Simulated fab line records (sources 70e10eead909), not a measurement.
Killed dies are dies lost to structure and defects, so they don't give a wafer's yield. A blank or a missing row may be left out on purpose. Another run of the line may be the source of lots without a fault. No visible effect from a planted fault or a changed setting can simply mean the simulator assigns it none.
Struck lot and sound lot, side by side | flow nand harc | 18 out of 1159 route steps
Sound: these wafers, L159.3, L159.4, L159.5. The struck wafers were L170.1, L170.2, L170.3. At the end, the cause is stated.
Order at every step that has rows: each side's tool, ch and its chambers, its first start. Under that, the readings that differ: sound wafers | struck wafers | difference of the means | sigmas: that difference in standard deviations of wafers without a fault.
alike: words and numbers the same on both sides, and readings whose means are apart by under 2 such deviations; not compared: readings that were withheld, readings missing a value for some wafer, numbers with overlapping values and no deviation given by the record, and bounds like >300 which may hide the same value.
The two part at a step that has a row with sigmas, a row that says differs or no value, or rows on one side only. Non-overlapping numbers with no deviation appear without sigmas and do not part them. A reading that every wafer of one side lacks parts them only if that side has two wafers or more.

NHARC_P_ZERO_WELL_CD_MEAS_24: the cd target is 720 nm.
  sound on cd sem-01 ch 0, day 2 20:30; struck on cd sem-02 ch 0, day 5 14:38
  alike: cd nm
then, 1 step without rows for these wafers: NHARC_P_ZERO_WELL_HARDBAKE_25 (time 80 s).
NHARC_P_ZERO_WELL_DESCUM_26: chemistry O2, time 3 s.
  sound on rie diel-06 ch 0,2,3, day 2 20:41; struck on rie diel-06 ch 0,1,2, day 5 14:48
  alike: drypump motor current A, o2 flow sccm, oes product au, rf vpp V, showerhead plenum p Torr, throttle valve pct
  not compared: rf hours counter h
then, 9 steps without rows for these wafers: NHARC_P_ZERO_WELL_IMPLANT_27; NHARC_P_ZERO_WELL_IMPLANT_57; NHARC_P_ZERO_WELL_IMPLANT_58; NHARC_P_ZERO_WELL_STRIP_28 (strips in SPM, time 840 s); NHARC_P_ZERO_WELL_DEHYDRATE_29 (time 120 s); NHARC_P_ZERO_WELL_HMDS_30 (time 30 s); NHARC_P_ZERO_WELL_COAT_31; NHARC_P_ZERO_WELL_SOFTBAKE_32 (time 95 s); NHARC_P_ZERO_WELL_EBR_33.
NHARC_P_ZERO_WELL_EXPOSE_34: exposes mask P PWELL, target cd 720 nm.
  sound on krf scanner-02 ch 0, day 2 21:59; struck on krf scanner-02 ch 0, day 5 16:08
  reading              | sound                | struck               | difference | sigmas
  exposure dose mJ cm2 | 22.297 22.302 22.282 | 18.324 18.322 18.338 | -3.966     | -99 or more
  alike: mask
then, 2 steps without rows for these wafers: NHARC_P_ZERO_WELL_PEB_35 (peb time 85 s); NHARC_P_ZERO_WELL_DEVELOP_36 (time 70 s).
NHARC_P_ZERO_WELL_CD_MEAS_37: the cd target is 720 nm.
  sound on cd sem-01 ch 0, day 2 22:08; struck on cd sem-02 ch 0, day 5 16:17
  reading    | sound             | struck            | difference | sigmas
  cd nm (nm) | 715.5 719.7 718.7 | 686.9 687.3 686.6 | -31.0      | -16
then, 1 step without rows for these wafers: NHARC_P_ZERO_WELL_HARDBAKE_38 (time 80 s).
-- jump in the record: it breaks off in module P_ZERO_WELL and resumes in module END (first step shown: number 1159 of the route), and 18 days separate the struck wafers' starts before and after --
NHARC_END_SORT_01:
  only the struck wafers appear in the record here, on prober-01 ch 0 at day 23 06:18; the sound ones have no rows

WHERE THEY PART
Earliest at NHARC_P_ZERO_WELL_EXPOSE_34; latest, in this record, at NHARC_END_SORT_01.

WHY: the cause the simulator had injected
Drift in process parameters on krf scanner-02 at NHARC_P_ZERO_WELL_EXPOSE_34, starting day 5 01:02. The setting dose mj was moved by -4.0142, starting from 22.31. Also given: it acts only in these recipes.
